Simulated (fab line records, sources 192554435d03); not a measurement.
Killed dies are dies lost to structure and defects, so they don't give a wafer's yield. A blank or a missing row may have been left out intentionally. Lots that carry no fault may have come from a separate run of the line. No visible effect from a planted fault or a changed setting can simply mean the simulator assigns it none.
fab line records	flow n5Finfet
record lots=6	wafers=18	lastDay=15
route steps=1938 shown BEOL_M5@1162 BEOL_M6@1194 PASSIVATION@1936
lots that met no fault: taken from a fault-free run of the same line
startH: hours from the record's opening day to when the first of the lot's shown wafers began	waitH: hours from the lot's prior step to this one	" as in the row above	L1.1+2: several wafers, shown together as one row	- no value present, or no start provided	* or withheld: withheld	< > ~ a bound
route shown NAME@n: names a module that has steps shown in the file, with the first one's number in the route	usual: mean/standard deviation of fault-free wafers	same: alike in all rows	chamber/n: place in a boat	sites: the reading at each site	_std_site: standard deviation across them	_edge_site: inner sites' mean taken away from outer sites' mean	radiusMm: for every site, how far away it sits from the centre of the wafer	mask NAME#n: copy n	behind: tool/chamber where the wafer was last shaped	hold: cause of the lot's hold/its duration in hours/its outcome	device: transistor that didn't switch, given as n, p or np	end of line: tests run on the same wafers once the route is complete	a step without rows: its recipe alone	killed: count of dies lost to structure and defects at first sort (not the wafer's yield)	map: per-die view of a wafer (x killed, . not killed, _ where there is no die)
set.NAME: the setting the step ran with; set.NAME@STEP: the setting that earlier step ran with	model.NAME: the simulator's own value behind a step, which no gauge read
a table for each step, a row for each wafer; lots at some steps of the route
services: when a tool's chamber went out of use (startH, in hours from the record's first day, below 0 if earlier), for how many hours, and the reason
## steps
# step N5_BEOL_M5_STRIP_91
# recipe chemistry=N2/H2	timeS=10	powerW=450	tempC=40	pressureMtorr=20	rfFrequencyHz=6e+07	biasPowerW=7	n2FlowSccm=200	h2FlowSccm=200
# usual drypumpMotorCurrentA=5.62/0.29	oesProductAu=0.77/0.086	rfVppV=59.1/0.91	showerheadPlenumPTorr=2.57/0.055	throttleValvePct=23.7/0.32
lot.wafer	tool	chamber	startH	waitH	drypumpMotorCurrentA	oesProductAu	rfHoursCounterH	rfVppV	showerheadPlenumPTorr	throttleValvePct
L150.1	rieDiel-01	0	-	-	6.10	0.89	14	59.6	2.61	24.0
L150.4	"	2	"	"	5.27	0.68	231	58.9	2.51	23.5
L150.6	"	1	"	"	5.97	0.69	-	59.7	2.62	24.3
L153.1	rieDiel-05	3	-	-	5.54	0.69	225	60.0	2.49	23.5
L153.3	"	1	"	"	5.28	0.79	95	59.8	2.58	23.6
L153.5	"	1	"	"	5.30	0.80	-	59.2	2.58	23.6
L158.1	rieDiel-01	3	-	-	5.75	0.72	220	59.2	2.62	23.4
L158.2	"	0	"	"	6.11	0.84	36	59.5	2.60	24.0
L158.5	"	3	"	"	5.74	0.73	-	58.9	2.62	23.4
L159.1	rieDiel-06	0	-	-	5.84	0.70	196	59.8	2.63	23.9
L159.3	"	1	"	"	5.27	0.92	17	58.2	2.59	23.0
L159.5	"	2	"	"	5.55	0.70	-	60.3	2.52	23.6
L163.4	rieDiel-05	1	-	-	5.27	0.78	112	57.9	2.57	23.6
L163.5	"	3	"	"	5.55	0.67	-	58.5	2.48	23.5
L163.6	"	2	"	"	5.55	0.81	-	58.8	2.58	24.0
L164.4	rieDiel-01	3	-	-	5.77	0.72	-	59.3	2.61	23.4
L164.5	"	0	"	"	6.12	0.83	-	59.9	2.60	24.1
L164.6	"	1	"	"	5.97	0.96	-	58.8	2.61	24.0
# step N5_BEOL_M5_OCD_MEAS_38
# usual trenchDepthNm=71.1/1.4
lot.wafer	tool	chamber	startH	waitH	trenchDepthNm
L150.1	ocd-01	-	184.89	-	70.1
L150.4	"	-	"	"	71.3
L150.6	"	-	"	"	70.4
L153.1	ocd-02	-	208.22	-	70.4
L153.3	"	-	"	"	72.1
L153.5	"	-	"	"	72.8
L158.1	ocd-01	-	245.90	-	70.7
L158.2	"	-	"	"	71.4
L158.5	"	-	"	"	71.6
L159.1	ocd-02	-	246.15	-	68.1
L159.3	"	-	"	"	70.2
L159.5	"	-	"	"	69.6
L163.4	ocd-01	-	265.80	-	73.0
L163.5	"	-	"	"	70.0
L163.6	"	-	"	"	72.1
L164.4	ocd-01	-	268.35	-	71.6
L164.5	"	-	"	"	70.9
L164.6	"	-	"	"	73.3
# step N5_BEOL_M5_HM_STRIP_39
# recipe chemistry=peroxideTinStrip	material=TiN	targetDepthA=250	tempC=50	timeS=158
# step N5_BEOL_M5_SRD_40
# recipe timeS=30	tempC=23	rinseLiquid=diw	dry=ipaMarangoni
# step N5_BEOL_M5_PRECLEAN_42
# recipe chemistry=residueRemover	timeS=60	tempC=40
# step N5_BEOL_M5_SRD_43
# recipe timeS=30	tempC=23	rinseLiquid=diw	dry=ipaMarangoni
# step N5_BEOL_M5_CD_MEAS_35
# recipe targetCdNm=28	targetCdYNm=24	polarity=opening
# usual cdNm=28.0/0.37
lot.wafer	tool	chamber	startH	waitH	cdNm
L150.1	cdSem-03	-	185.05	0.0	28.1
L150.4	"	-	"	"	27.7
L150.6	"	-	"	"	28.4
L153.1	cdSem-01	-	208.37	0.0	27.8
L153.3	"	-	"	"	28.4
L153.5	"	-	"	"	27.6
L158.1	cdSem-01	-	246.06	0.0	27.7
L158.2	"	-	"	"	28.1
L158.5	"	-	"	"	27.9
L159.1	cdSem-01	-	246.32	0.0	28.7
L159.3	"	-	"	"	28.0
L159.5	"	-	"	"	28.2
L163.4	cdSem-01	-	265.95	0.0	28.1
L163.5	"	-	"	"	28.5
L163.6	"	-	"	"	28.1
L164.4	cdSem-02	-	268.50	0.0	27.5
L164.5	"	-	"	"	28.4
L164.6	"	-	"	"	28.5
# step N5_BEOL_M5_CURE_80
# recipe tempC=370	timeS=120	ambient=DMADMS/He	material=SiCOH_lowk
# usual lampPowerPct=52.31/0.058	wafer_temp_C_max=371.7/0.49
lot.wafer	tool	chamber	startH	waitH	lampPowerPct	wafer_temp_C_max
L150.1	uvCure-03	0	185.09	0.0	52.35	371.8
L150.4	"	0	"	"	52.28	371.8
L150.6	"	0	"	"	52.34	371.4
L153.1	uvCure-01	0	208.93	0.6	52.36	372.4
L153.3	"	0	"	"	52.33	371.8
L153.5	"	0	"	"	52.28	371.6
L158.1	uvCure-03	2	246.10	0.0	52.23	372.0
L158.2	"	2	"	"	52.35	373.0
L158.5	"	2	"	"	52.33	373.1
L159.1	uvCure-01	0	246.36	0.0	52.25	371.7
L159.3	"	0	"	"	52.41	371.4
L159.5	"	0	"	"	52.30	371.4
L163.4	uvCure-01	2	266.14	0.2	52.33	371.4
L163.5	"	2	"	"	52.27	371.3
L163.6	"	2	"	"	52.23	371.6
L164.4	uvCure-01	1	268.69	0.2	52.34	371.6
L164.5	"	1	"	"	52.26	372.4
L164.6	"	1	"	"	52.33	372.2
# step N5_BEOL_M5_DEGAS_44
# recipe ambient=vacuum	tempC=250	timeS=60
# step N5_BEOL_M5_PRE_CLEAN_45
# recipe gas=H2/He	timeS=30	tempC=250
# usual heaterPowerW=328/45
lot.wafer	tool	chamber	startH	waitH	heaterPowerW
L150.1	pvdSputter-03	-	186.22	0.0	347
L150.4	"	-	"	"	288
L150.6	"	-	"	"	433
L153.1	pvdSputter-03	-	209.79	0.0	351
L153.3	"	-	"	"	284
L153.5	"	-	"	"	419
L158.1	pvdSputter-01	-	246.57	0.0	272
L158.2	"	-	"	"	318
L158.5	"	-	"	"	273
L159.1	pvdSputter-03	-	247.14	0.0	286
L159.3	"	-	"	"	349
L159.5	"	-	"	"	357
L163.4	pvdSputter-03	-	267.15	0.0	408
L163.5	"	-	"	"	360
L163.6	"	-	"	"	281
L164.4	pvdSputter-03	-	269.20	0.0	353
L164.5	"	-	"	"	278
L164.6	"	-	"	"	351
# step N5_BEOL_M5_ALD_86
# recipe material=TaN	targetThkA=*	tempC=275	aldPrecursorFamily=PDMAT	aldCoReactant=NH3	pressureTorr=3	carrierFlowSccm=1500	pulseTimeS=2	purgeTimeS=3	coReactantPurgeTimeS=2	coReactantPulseTimeS=3	aldCycles=30	precursorVesselTempC=75	precursorVesselPressureTorr=26.25	precursorVesselCarrierSccm=1000
# step N5_BEOL_M5_SURFACE_TREAT_87
# recipe gas=Ar	timeS=*	ionEnergyEv=*	ionCurrentMaCm2=0.5	pressureMtorr=*	arFlowSccm=30
# step N5_BEOL_M5_CVD_47
# recipe material=Co	targetThkA=30	tempC=withheld	precursor=CCTBA/H2	pressureTorr=30	timeS=216
lot.wafer	tool	chamber	startH	waitH	sinceWetCleanH
L150.1	cvdCo-01	0	186.76	0.1	947
L150.4	"	1	"	"	-
L150.6	"	2	"	"	-
L153.1	cvdCo-01	2	210.19	0.1	511
L153.3	"	1	"	"	73
L153.5	"	0	"	"	-
L158.1	cvdCo-02	0	246.96	0.0	788
L158.2	"	2	"	"	329
L158.5	"	2	"	"	-
L159.1	cvdCo-02	0	247.66	0.1	789
L159.3	"	1	"	"	1226
L159.5	"	2	"	"	-
L163.4	cvdCo-02	1	267.61	0.1	-
L163.5	"	2	"	"	-
L163.6	"	0	"	"	-
L164.4	cvdCo-02	1	269.77	0.1	-
L164.5	"	2	"	"	-
L164.6	"	0	"	"	-
# step N5_BEOL_M5_SPUTTER_48
# recipe material=Cu	targetThkA=150	tempC=-20	chamberPressurePa=0.07	powerW=withheld	timeS=27.62
# usual throttleValvePct=30.4/0.94
lot.wafer	tool	chamber	startH	waitH	throttleValvePct
L150.1	pvdSputter-03	-	186.91	0.1	29.0
L150.4	"	-	"	"	30.8
L150.6	"	-	"	"	29.7
L153.1	pvdSputter-03	-	210.39	0.1	29.6
L153.3	"	-	"	"	30.9
L153.5	"	-	"	"	31.0
L158.1	pvdSputter-01	-	247.13	0.1	28.5
L158.2	"	-	"	"	31.9
L158.5	"	-	"	"	29.8
L159.1	pvdSputter-03	-	248.06	0.3	29.4
L159.3	"	-	"	"	29.6
L159.5	"	-	"	"	30.8
L163.4	pvdSputter-02	-	267.72	0.0	30.5
L163.5	"	-	"	"	29.9
L163.6	"	-	"	"	32.1
L164.4	pvdSputter-03	-	269.94	0.1	30.8
L164.5	"	-	"	"	29.3
L164.6	"	-	"	"	29.1
# step N5_BEOL_M5_ANNEAL_49
# recipe tempC=400	timeS=1800	ambient=vacuum
# step N5_BEOL_M5_SPUTTER_81
# recipe material=Cu	targetThkA=150	tempC=-20	chamberPressurePa=0.07	powerW=withheld	timeS=27.62
# step N5_BEOL_M5_ANNEAL_82
# recipe tempC=400	timeS=1800	ambient=vacuum
# step N5_BEOL_M5_SPUTTER_83
# recipe material=Cu	targetThkA=150	tempC=-20	chamberPressurePa=0.07	powerW=withheld	timeS=27.62
# step N5_BEOL_M5_ANNEAL_84
# recipe tempC=400	timeS=1800	ambient=vacuum
# step N5_BEOL_M5_SPUTTER_88
# recipe material=Cu	targetThkA=150	tempC=-20	chamberPressurePa=0.07	powerW=withheld	timeS=27.62
# step N5_BEOL_M5_ANNEAL_89
# recipe tempC=400	timeS=1800	ambient=vacuum
# step N5_BEOL_M5_SPUTTER_90
# recipe material=Cu	targetThkA=45	tempC=-20	chamberPressurePa=0.07	powerW=withheld	timeS=8.29
# step N5_BEOL_M5_ECD_50
# recipe material=Cu	targetThkA=3000
# step N5_BEOL_M5_ANNEAL_51
# recipe tempC=225	timeS=90	ambient=N2
# step N5_BEOL_M5_CMP_52
# recipe stopOn=SiCOH_lowk	tOverpolishS=6.9	downForcePsi=1	platenRpm=50	clearingPlatenDownForcePsi=1.5	clearingPlatenRpm=50	postCmpClean=cuAlkaline	targetThkNm=62	clearingPlatenPadVelocityMS=0.99484	padVelocityMS=0.99484
# step N5_BEOL_M5_THK_MEAS_53
# recipe thkMeasGauge=xrf	reads=Cu_of_BEOL_M5_ECD_50
# usual M5_THK=60.4/1.8
lot.wafer	tool	chamber	startH	waitH	M5_THK[nm]
L150.1	filmMetro-01	-	192.05	-	59.7
L150.4	"	-	"	"	60.7
L150.6	"	-	"	"	60.4
L153.1	filmMetro-01	-	215.57	-	58.9
L153.3	"	-	"	"	59.8
L153.5	"	-	"	"	62.5
L158.1	filmMetro-01	-	252.27	-	59.5
L158.2	"	-	"	"	60.4
L158.5	"	-	"	"	59.8
L159.1	filmMetro-02	-	253.20	-	57.4
L159.3	"	-	"	"	59.2
L159.5	"	-	"	"	58.7
L163.4	filmMetro-02	-	273.68	-	61.6
L163.5	"	-	"	"	60.4
L163.6	"	-	"	"	61.1
L164.4	filmMetro-01	-	276.02	-	62.3
L164.5	"	-	"	"	62.3
L164.6	"	-	"	"	64.9
# step N5_BEOL_M5_PRE_CLEAN_77
# recipe gas=NH3/H2	timeS=15	tempC=*	rfPowerW=300
# step N5_BEOL_M5_CO_CAP_78
# recipe material=Co	targetThkA=20	tempC=200	precursor=CCTBA/H2	pressureTorr=30	timeS=102.1
# step N5_BEOL_M5_PRE_CLEAN_55
# recipe gas=NH3	timeS=15	tempC=withheld	rfPowerW=300
# step N5_BEOL_M5_DEP_56
# recipe material=SiCN	targetThkA=80	tempC=withheld	precursor=3MS/NH3	pressureTorr=3	rfW=202	timeS=14
# step N5_BEOL_M5_RS_MEAS_57
# recipe thkMeasGauge=four-point-probe	reads=Co_of_BEOL_M5_CO_CAP_78+Cu_of_BEOL_M5_ECD_50+Co_of_BEOL_M5_CVD_47+TaN_of_BEOL_M5_ALD_86
# usual M5_RS=0.391/0.013
lot.wafer	tool	chamber	startH	waitH	M5_RS[ohm/sq]
L150.1	filmMetro-02	-	192.31	0.0	0.394
L150.4	"	-	"	"	0.383
L150.6	"	-	"	"	0.387
L153.1	filmMetro-02	-	215.83	0.0	0.399
L153.3	"	-	"	"	0.393
L153.5	"	-	"	"	0.375
L158.1	filmMetro-01	-	252.53	0.0	0.397
L158.2	"	-	"	"	0.392
L158.5	"	-	"	"	0.396
L159.1	filmMetro-01	-	253.46	0.0	0.417
L159.3	"	-	"	"	0.403
L159.5	"	-	"	"	0.406
L163.4	filmMetro-01	-	273.94	0.0	0.384
L163.5	"	-	"	"	0.390
L163.6	"	-	"	"	0.386
L164.4	filmMetro-02	-	276.28	0.0	0.373
L164.5	"	-	"	"	0.375
L164.6	"	-	"	"	0.357
# step N5_BEOL_M6_ILD_DEP_00
# recipe material=SiCOH_lowk	targetThkA=1797.5	tempC=300	precursor=DEMS/porogen	pressureTorr=5	rfW=500	timeS=33.4
# usual heaterPowerW=300/28	showerheadPlenumPTorr=5.746/0.014	showerheadVppV=1403/97	throttleValvePct=14.1/0.82
lot.wafer	tool	chamber	startH	waitH	heaterPowerW	showerheadPlenumPTorr	showerheadVppV	sinceWetCleanH	throttleValvePct
L150.1	pecvd-03	2	192.38	0.0	271	5.748	1662	142	13.2
L150.4	"	1	"	"	336	5.772	1382	-	13.8
L150.6	"	0	"	"	320	5.736	1345	-	13.6
L153.1	pecvd-02	2	215.89	0.0	296	5.729	1382	512	14.0
L153.3	"	1	"	"	325	5.754	1345	2007	13.5
L153.5	"	1	"	"	248	5.760	1365	-	13.7
L158.1	pecvd-02	2	252.60	0.0	276	5.721	1367	549	14.1
L158.2	"	1	"	"	280	5.730	1339	2044	13.8
L158.5	"	0	"	"	308	5.740	1365	-	15.1
L159.1	pecvd-01	0	253.53	0.0	337	5.761	1420	776	13.6
L159.3	"	1	"	"	274	5.757	1309	1501	15.2
L159.5	"	0	"	"	338	5.754	1428	-	13.7
L163.4	pecvd-02	2	274.03	0.1	262	5.739	1393	-	14.2
L163.5	"	1	"	"	317	5.746	1348	-	13.9
L163.6	"	0	"	"	284	5.747	1375	-	15.4
L164.4	pecvd-03	0	276.37	0.1	304	5.722	1341	-	13.8
L164.5	"	1	"	"	346	5.768	1402	-	13.4
L164.6	"	2	"	"	293	5.731	1655	-	13.1
# step N5_BEOL_M6_CURE_74
# recipe tempC=385	timeS=240	ambient=He/Ar	material=SiCOH_lowk
# step N5_BEOL_M6_THK_MEAS_01
# recipe reads=SiCOH_lowk_of_BEOL_M6_ILD_DEP_00
# usual M6_ILD_THK=154.3/1.9
lot.wafer	tool	chamber	startH	waitH	M6_ILD_THK[nm]
L150.1	filmMetro-01	-	192.95	0.4	152.6
L150.4	"	-	"	"	154.1
L150.6	"	-	"	"	154.4
L153.1	filmMetro-01	-	216.47	0.4	151.1
L153.3	"	-	"	"	153.1
L153.5	"	-	"	"	155.9
L158.1	filmMetro-01	-	253.17	0.4	155.4
L158.2	"	-	"	"	154.3
L158.5	"	-	"	"	156.0
L159.1	filmMetro-02	-	254.12	0.4	151.5
L159.3	"	-	"	"	152.7
L159.5	"	-	"	"	155.2
L163.4	filmMetro-01	-	274.60	0.2	155.5
L163.5	"	-	"	"	156.1
L163.6	"	-	"	"	157.9
L164.4	filmMetro-02	-	276.92	0.2	156.3
L164.5	"	-	"	"	156.2
L164.6	"	-	"	"	153.5
# step N5_BEOL_M6_PECVD_70
# recipe material=SiO2	targetThkA=200	tempC=400	precursor=TEOS/O2	pressureTorr=5.5	rfW=450	teosFlowSccm=53.8	gas=O2	flowSccm=3000	timeS=22.7
# step N5_BEOL_M6_HM_DEP_02
# recipe material=TiN	targetThkA=200	tempC=25	chamberPressurePa=0.49996
# step N5_BEOL_M6_COAT_59
# recipe resist=SOC	tempC=250	timeS=60	spinRpm=1500	resistThkNm=100
# step N5_BEOL_M6_COAT_60
# recipe resist=SiARC	tempC=220	timeS=60	spinRpm=1500	resistThkNm=35
# step N5_BEOL_M6_COAT_05
# recipe resist=CAR-ArF	spinRpm=1500	resistThkNm=90
# step N5_BEOL_M6_EBR_07
# recipe solvent=PGMEA	ebrWidthMm=1.5
# step N5_BEOL_M6_SOFTBAKE_06
# recipe tempC=110	timeS=60	resist=CAR-ArF
# step N5_PASSIVATION_PROBE_49
# usual defectLimitedYield=91.7/1.7	killed_at_M0_to_M3=34/10	killed_at_M4_up=13/5.1	killedAtContacts=12/6.2	killedAtFrontEnd=36/12	killedAtOther=3.2/2.6	killedDies=98/20	killedOpen=65/13	killedShort=32/8.4	sort_bin_5_function=4.8/1.1	sort_bin_6_memory=3.2/0.74	sortNPass=1082/20	sortYieldPct=91.7/1.7
# same grossDies=1180	killedAtBackSide=0	sort_bin_4_leakage[%]=0	sort_bin_8_speed[%]=0
lot.wafer	tool	chamber	startH	waitH	defectLimitedYield[%]	killed_at_M0_to_M3	killed_at_M4_up	killedAtContacts	killedAtFrontEnd	killedAtOther	killedDies	killedOpen	killedShort	sort_bin_5_function[%]	sort_bin_6_memory[%]	sortNPass	sortYieldPct[%]
L163.4	prober-01	-	362.83	0.2	82.1	36	134	5	31	5	211	55	29	10.0	4.8	969	82.1
L163.5	prober-01	-	362.88	0.2	88.4	36	59	4	30	8	137	64	27	7.1	3.1	1043	88.4
L163.6	prober-01	-	362.93	0.3	83.5	26	129	10	26	4	195	55	16	11.4	3.3	985	83.5
L164.4	prober-02	-	368.55	0.2	80.1	44	146	10	29	6	235	75	26	11.4	5.7	945	80.1
L164.5	prober-02	-	368.60	0.2	87.8	20	56	18	48	2	144	69	31	7.5	3.1	1036	87.8
L164.6	prober-02	-	368.65	0.3	81.0	39	154	7	21	3	224	66	37	11.6	4.4	956	81.0
# killed by level:class
L163.4 BEOL_M5:unspecified=127 BEOL_M0_SAQP:geometricParticle:open=14 BEOL_M0_SAQP:geometricParticle:short=14 FIN_SAQP:geometricParticle:open=11 STI_FIN_REVEAL:geometricParticle:open=5 MOL_CONTACT_COAG:geometricParticle:open=4 BEOL_M4:geometricParticle:open=4 FIN_SAQP:geometricParticle:short=3
L163.5 BEOL_M5:unspecified=46 BEOL_M0_SAQP:geometricParticle:open=14 DUMMY_GATE:geometricParticle:open=6 BEOL_M0_SAQP:geometricParticle:short=6 BEOL_M2:geometricParticle:open=6 BEOL_M4:geometricParticle:open=6 STI_FIN_REVEAL:geometricParticle:open=4 MOL_CONTACT_COAG:geometricParticle:open=4
L163.6 BEOL_M5:unspecified=124 STI_FIN_REVEAL:geometricParticle:open=16 BEOL_M0_SAQP:geometricParticle:open=10 MOL_CONTACT_COAG:geometricParticle:open=8 BEOL_M0_SAQP:geometricParticle:short=6 BEOL_M2:geometricParticle:open=5 FIN_SAQP:geometricParticle:short=3 BEOL_M3:geometricParticle:open=3
L164.4 BEOL_M5:unspecified=134 FIN_SAQP:geometricParticle:open=13 BEOL_M0_SAQP:geometricParticle:open=13 MOL_CONTACT_COAG:geometricParticle:open=10 BEOL_M2:geometricParticle:open=7 BEOL_M3:geometricParticle:open=7 FIN_SAQP:geometricParticle:short=6 BEOL_M4:geometricParticle:open=6
L164.5 BEOL_M5:unspecified=44 STI_FIN_REVEAL:geometricParticle:open=19 MOL_CONTACT_COAG:geometricParticle:open=15 FIN_SAQP:geometricParticle:short=11 BEOL_M0_SAQP:geometricParticle:open=7 BEOL_M4:geometricParticle:open=6 FIN_SAQP:geometricParticle:open=5 BEOL_M3:geometricParticle:open=5
L164.6 BEOL_M5:unspecified=120 BEOL_M4:geometricParticle:open=22 BEOL_M0_SAQP:geometricParticle:short=15 BEOL_M0_SAQP:geometricParticle:open=12 STARTING-WAFER:geometricParticle:short=6 MOL_CONTACT_COAG:geometricParticle:open=5 BEOL_M3:geometricParticle:open=4 FIN_SAQP:geometricParticle:short=3
# map L163.4 (x killed, . not)
_________________.....xx.....________________
______________.................._____________
___________................x.......__________
__________..............x....x....x._________
________x.................xxx.x......._______
_______...................xxx.x..x.....______
______..................xxxxxxx...x....._____
_____...........x....xxxxxxxxxxx.........____
____x...x..........x...xxxxxxxxxx..x..x...___
___..x..............xx.xxxxxxxxxxxx......x.__
___.......x..x....x..xxxxxxxxxxxxxxx.......__
__x..x.x.x.........xxxxxxxxxxxxxxx..xx......_
__..................x.xxxxxxxxxxxxx.x......._
_...xx.................xxxxxxxxxxx...........
_....x.....x..x.......xxxxxxxxxxx.....x.....x
_....................x.x..xxxxxxx..........x.
_....x..........x............x.x...x....x....
_..........................x......x..........
_.................................x...x......
_.......x......x...x...x.........x...........
_........x....................x..............
__........x................................._
__....x.................x.............x....._
___x.....................x..........x......__
___....x..x........x.......x...............__
____...x.......x..........................___
_____...x..x..x.x...................x....____
______.........................x.....x.._____
_______.................x..x.......x.x.______
________x........x.x..............x..._______
__________........................x._________
___________.....x.................x__________
______________..x.......x......x_____________
_________________............________________
# map L164.4 (x killed, . not)
_________________............________________
______________.....x............_____________
___________.............x..........__________
__________....x.........x.x..x.x...._________
________................xx.xx.....x..x_______
_______...............xx.xxx.x....x.x..______
______.........x..x.....xxxxx.xxx.x....._____
_____........x......xx..xxxxxxxxx........____
____x................xxxxxxxxxxxxxxx......___
___...................xxxxxxxxxxxxx........__
___x.............xxx.xxxxxxxxxxxx.xx.x.....__
__...x...............xxxxxxxxxxxxx.........._
__...................xxxxxxxxxxxxxx...x...x._
_......x.....x..xx....xxxxxxxxxxxx.x.......x.
_...........x.......xx.xxxxxxxxx...xx.x......
_.......................xxxxx.xxxx.......x...
_........x.....x........xx.......x.x.........
_....x.......x........x.x..x....x............
_..............x.x.x.x.......x.x......x..xx..
_.................xx.........................
_......x......x.........x.........x........x.
__...............x..............x.x........x_
__...........x.........................x...._
___.........x............xx...x............__
___............x.......x.x....x.x..........__
____....................x........x.x......___
_____.....x...............x..............____
______...........x......x...........x..._____
_______.....x...xx......x..xx.x......xx______
________...x..x................x......_______
__________.......x................x._________
___________...x...........x......x.__________
______________................x._____________
_________________...........x________________
## services
tool	chamber	startH	hours	kind
cvdCo-01	-	174.11	0.4	repair
pecvd-03	-	174.99	5.5	repair
rieDiel-06	1	177.25	22.2	repair
uvCure-03	-	179.65	0.4	repair
pecvd-01	-	180.37	0.9	repair
uvCure-03	-	183.24	0.6	repair
pecvd-01	2	190.80	4.7	repair
rieDiel-06	2	194.15	4.6	repair
pecvd-02	0	197.89	5.5	scheduledDown
cvdCo-02	0	201.54	3.7	repair
uvCure-01	-	202.40	0.3	repair
uvCure-03	-	202.90	12.5	repair
pecvd-01	0	207.72	6.4	repair
uvCure-01	-	227.77	2.8	pm
pecvd-02	-	233.00	0.7	repair
rieDiel-01	1	239.29	-	clean
rieDiel-01	1	239.29	-	consumableReplace:focusRing
rieDiel-01	1	239.29	17.8	scheduledDown
rieDiel-01	1	239.29	17.8	ventCycle
rieDiel-01	2	257.19	-	clean
rieDiel-01	2	257.19	-	consumableReplace:focusRing
pvdSputter-01	-	260.51	3.0	repair
uvCure-03	-	269.42	7.5	pm
rieDiel-06	0	274.36	3.1	repair
## key
firstSign step=N5_PASSIVATION_PROBE_49	reading=killed_at_M4_up	direction=up	sigmas=19	usual=13	struck=113
effect step=N5_PASSIVATION_PROBE_49	reading=defectLimitedYield	direction=down	sigmas=4.7	usual=91.7	struck=83.8
moreKillsBornAt N5_BEOL_M5_CVD_47@cvdCo-02=595
metAt N5_BEOL_M5_CVD_47
struckWafers L163.4,L163.5,L163.6,L164.4,L164.5,L164.6
onsetBetween 247.66 267.61
alsoFits time
fault kind=chamberParticleSource	tool=cvdCo-02	chamber=-	onsetH=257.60	steps=N5_BEOL_M5_CVD_47	ratePerVisitCm2=1.0213	endH=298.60
